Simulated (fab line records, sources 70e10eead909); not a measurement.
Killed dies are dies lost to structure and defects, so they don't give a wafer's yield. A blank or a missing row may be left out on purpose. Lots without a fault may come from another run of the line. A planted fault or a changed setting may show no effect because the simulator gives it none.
A struck lot beside a sound one | flow nand_harc | 18 steps out of a route of 1159
Sound: wafers L105.1, L105.3, L105.6. Struck: wafers L113.1, L113.3, L113.5. The cause comes at the end.
At each step with rows: each side's tool, then ch and its chambers, then its first start. Under that, the readings that differ: sound wafers | struck wafers | difference of the means | sigmas: that difference in standard deviations of wafers without a fault.
alike: readings whose means differ by less than 2 such deviations, and words and numbers that are the same on both sides. not compared: withheld readings, readings that some wafer has no value for, bounds like >300 that may hide the same value, and numbers for which the record gives no deviation and whose values overlap.
The two part at a step that has a row with sigmas, a row that says differs or no value, or rows on one side only. Numbers that don't overlap but have no deviation are shown without sigmas and don't part them. A reading that every wafer of one side lacks parts them only if that side has two wafers or more.

NHARC_P_ZERO_WELL_CD_MEAS_24: target cd 720 nm.
  sound on cd_sem-02 ch 0, day 2 20:20; struck on cd_sem-01 ch 0, day 4 20:28
  alike: cd_nm
then, 1 step without rows for these wafers: NHARC_P_ZERO_WELL_HARDBAKE_25 (time 80 s).
NHARC_P_ZERO_WELL_DESCUM_26: chemistry O2, time 3 s.
  sound on rie_diel-07 ch 0,1,3, day 2 20:29; struck on rie_diel-10 ch 0,2,3, day 4 20:37
  alike: drypump_motor_current_A, oes_product_au, rf_vpp_V, showerhead_plenum_p_Torr, throttle_valve_pct
  not compared: rf_hours_counter_h
then, 9 steps without rows for these wafers: NHARC_P_ZERO_WELL_IMPLANT_27; NHARC_P_ZERO_WELL_IMPLANT_57; NHARC_P_ZERO_WELL_IMPLANT_58; NHARC_P_ZERO_WELL_STRIP_28 (strips in SPM, time 840 s); NHARC_P_ZERO_WELL_DEHYDRATE_29 (time 120 s); NHARC_P_ZERO_WELL_HMDS_30 (time 30 s); NHARC_P_ZERO_WELL_COAT_31; NHARC_P_ZERO_WELL_SOFTBAKE_32 (time 95 s); NHARC_P_ZERO_WELL_EBR_33.
NHARC_P_ZERO_WELL_EXPOSE_34: exposes mask P PWELL, target cd 720 nm.
  sound on krf_scanner-02 ch 0, day 2 21:51; struck on krf_scanner-04 ch 0, day 4 21:57
  reading | sound                         | struck                     | difference | sigmas
  mask    | P_PWELL#0 P_PWELL#0 P_PWELL#0 | P_HVPW#0 P_HVPW#0 P_HVPW#0 | differs    |
  alike: exposure_dose_mJ_cm2
then, 2 steps without rows for these wafers: NHARC_P_ZERO_WELL_PEB_35 (peb time 85 s); NHARC_P_ZERO_WELL_DEVELOP_36 (time 70 s).
NHARC_P_ZERO_WELL_CD_MEAS_37: target cd 720 nm.
  sound on cd_sem-02 ch 0, day 2 22:00; struck on cd_sem-03 ch 0, day 4 22:06
  reading    | sound             | struck | difference                    | sigmas
  cd_nm (nm) | 723.3 720.2 723.4 | - - -  | no value on the struck wafers |
then, 1 step without rows for these wafers: NHARC_P_ZERO_WELL_HARDBAKE_38 (time 80 s).
-- the record jumps here: 17 days lie between the struck wafers' starts before and after (it left off in module P_ZERO_WELL and takes up again in module END, whose first step shown is number 1159 of the route) --
NHARC_END_SORT_01:
  the record has rows for the struck wafers here (prober-02 ch 0, day 22 08:22) and none for the sound ones

WHERE THEY PART
First at NHARC_P_ZERO_WELL_EXPOSE_34; last, within this record, at NHARC_END_SORT_01.

WHY: what the simulator had put in
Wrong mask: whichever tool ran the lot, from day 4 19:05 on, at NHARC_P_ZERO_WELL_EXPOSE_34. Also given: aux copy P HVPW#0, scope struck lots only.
